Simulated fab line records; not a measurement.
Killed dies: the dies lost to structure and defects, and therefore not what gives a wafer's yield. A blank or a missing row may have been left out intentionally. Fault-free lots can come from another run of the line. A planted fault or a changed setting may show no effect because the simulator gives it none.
Chamber matching || flow nandHarc || NHARC_P_ZERO_WELL_DESCUM_26 on rieDiel-06 has 4 sister chambers
The step chemistry O2, time 3 s. 16 wafers are shown with their chamber, then 8 later ones without.

WAFERS PAIRED WITH THEIR CHAMBERS
{"wafer": "L074.1", "chamber": 1, "showerheadPlenumPTorr (Torr)": 1.92, "drypumpMotorCurrentA (A)": 5.9, "oesProductAu (a.u.)": 0.999}
{"wafer": "L074.4", "chamber": 0, "showerheadPlenumPTorr (Torr)": 1.90, "drypumpMotorCurrentA (A)": 6.2, "oesProductAu (a.u.)": 1.000}
{"wafer": "L074.5", "chamber": 1, "showerheadPlenumPTorr (Torr)": 1.92, "drypumpMotorCurrentA (A)": 5.9, "oesProductAu (a.u.)": 1.004}
{"wafer": "L078.3", "chamber": 3, "showerheadPlenumPTorr (Torr)": 1.87, "drypumpMotorCurrentA (A)": 5.9, "oesProductAu (a.u.)": 0.984}
{"wafer": "L078.4", "chamber": 0, "showerheadPlenumPTorr (Torr)": 1.90, "drypumpMotorCurrentA (A)": 6.2, "oesProductAu (a.u.)": 0.986}
{"wafer": "L078.5", "chamber": 0, "showerheadPlenumPTorr (Torr)": 1.90, "drypumpMotorCurrentA (A)": 6.2, "oesProductAu (a.u.)": 0.995}
{"wafer": "L078.1", "chamber": 2, "showerheadPlenumPTorr (Torr)": 1.93, "drypumpMotorCurrentA (A)": 5.8, "oesProductAu (a.u.)": 1.017}
{"wafer": "L078.2", "chamber": 1, "showerheadPlenumPTorr (Torr)": 1.92, "drypumpMotorCurrentA (A)": 5.9, "oesProductAu (a.u.)": 0.988}
{"wafer": "L078.6", "chamber": 3, "showerheadPlenumPTorr (Torr)": 1.87, "drypumpMotorCurrentA (A)": 5.9, "oesProductAu (a.u.)": 0.998}
{"wafer": "L079.2", "chamber": 1, "showerheadPlenumPTorr (Torr)": 1.92, "drypumpMotorCurrentA (A)": 5.9, "oesProductAu (a.u.)": 0.994}
{"wafer": "L079.4", "chamber": 3, "showerheadPlenumPTorr (Torr)": 1.87, "drypumpMotorCurrentA (A)": 5.9, "oesProductAu (a.u.)": 0.985}
{"wafer": "L079.6", "chamber": 1, "showerheadPlenumPTorr (Torr)": 1.92, "drypumpMotorCurrentA (A)": 5.9, "oesProductAu (a.u.)": 1.000}
{"wafer": "L087.4", "chamber": 1, "showerheadPlenumPTorr (Torr)": 1.92, "drypumpMotorCurrentA (A)": 5.9, "oesProductAu (a.u.)": 1.006}
{"wafer": "L087.5", "chamber": 2, "showerheadPlenumPTorr (Torr)": 1.93, "drypumpMotorCurrentA (A)": 5.9, "oesProductAu (a.u.)": 1.010}
{"wafer": "L087.6", "chamber": 3, "showerheadPlenumPTorr (Torr)": 1.87, "drypumpMotorCurrentA (A)": 5.9, "oesProductAu (a.u.)": 1.001}
{"wafer": "L092.1", "chamber": 3, "showerheadPlenumPTorr (Torr)": 1.86, "drypumpMotorCurrentA (A)": 5.9, "oesProductAu (a.u.)": 1.010}

SIGNATURES (averages over the wafers above)
{"reading": "showerheadPlenumPTorr", "chamber 0": 1.9000, "chamber 1": 1.9200, "chamber 2": 1.9300, "chamber 3": 1.8680, "scatter within a chamber": 0.00258}
{"reading": "drypumpMotorCurrentA", "chamber 0": 6.200, "chamber 1": 5.900, "chamber 2": 5.850, "chamber 3": 5.900, "scatter within a chamber": 0.0204}
{"reading": "oesProductAu", "chamber 0": 0.99367, "chamber 1": 0.99850, "chamber 2": 1.01350, "chamber 3": 0.99560, "scatter within a chamber": 0.00834}
Rule: a wafer's distance from a chamber is the root of the sum, over the readings, of the square of ((its reading less the chamber's mean) divided by the reading's scatter). If the next closest chamber is less than 2 further off than the closest, the wafer can't be placed; otherwise it belongs to the closest. The scatter: the root of (the sum of the squares of (reading less its chamber's mean) over the shown wafers, divided by (wafers less chambers)).

WAFERS WITH NO CHAMBER GIVEN
{"wafer": "L092.3", "showerheadPlenumPTorr (Torr)": 1.89, "drypumpMotorCurrentA (A)": 6.2, "oesProductAu (a.u.)": 1.006}
{"wafer": "L092.4", "showerheadPlenumPTorr (Torr)": 1.92, "drypumpMotorCurrentA (A)": 5.9, "oesProductAu (a.u.)": 1.009}
{"wafer": "L093.2", "showerheadPlenumPTorr (Torr)": 1.93, "drypumpMotorCurrentA (A)": 5.9, "oesProductAu (a.u.)": 1.005}
{"wafer": "L093.4", "showerheadPlenumPTorr (Torr)": 1.90, "drypumpMotorCurrentA (A)": 6.2, "oesProductAu (a.u.)": 1.000}
{"wafer": "L093.6", "showerheadPlenumPTorr (Torr)": 1.89, "drypumpMotorCurrentA (A)": 6.2, "oesProductAu (a.u.)": 0.997}
{"wafer": "L097.1", "showerheadPlenumPTorr (Torr)": 1.89, "drypumpMotorCurrentA (A)": 6.2, "oesProductAu (a.u.)": 1.013}
{"wafer": "L097.2", "showerheadPlenumPTorr (Torr)": 1.86, "drypumpMotorCurrentA (A)": 5.9, "oesProductAu (a.u.)": 1.006}
{"wafer": "L097.3", "showerheadPlenumPTorr (Torr)": 1.92, "drypumpMotorCurrentA (A)": 5.9, "oesProductAu (a.u.)": 1.007}

WHICH CHAMBER EACH ONE RAN IN
{"wafer": "L092.3", "from the rows above": 0, "in truth": 0}
{"wafer": "L092.4", "from the rows above": 1, "in truth": 1}
{"wafer": "L093.2", "from the rows above": "can't be placed: 2 or 1", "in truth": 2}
{"wafer": "L093.4", "from the rows above": 0, "in truth": 0}
{"wafer": "L093.6", "from the rows above": 0, "in truth": 0}
{"wafer": "L097.1", "from the rows above": 0, "in truth": 0}
{"wafer": "L097.2", "from the rows above": 3, "in truth": 3}
{"wafer": "L097.3", "from the rows above": 1, "in truth": 1}
7 of 8 placed correctly. These rows do not allow placing 1 (true chamber among the candidates in 1). Placed wrongly: 0.
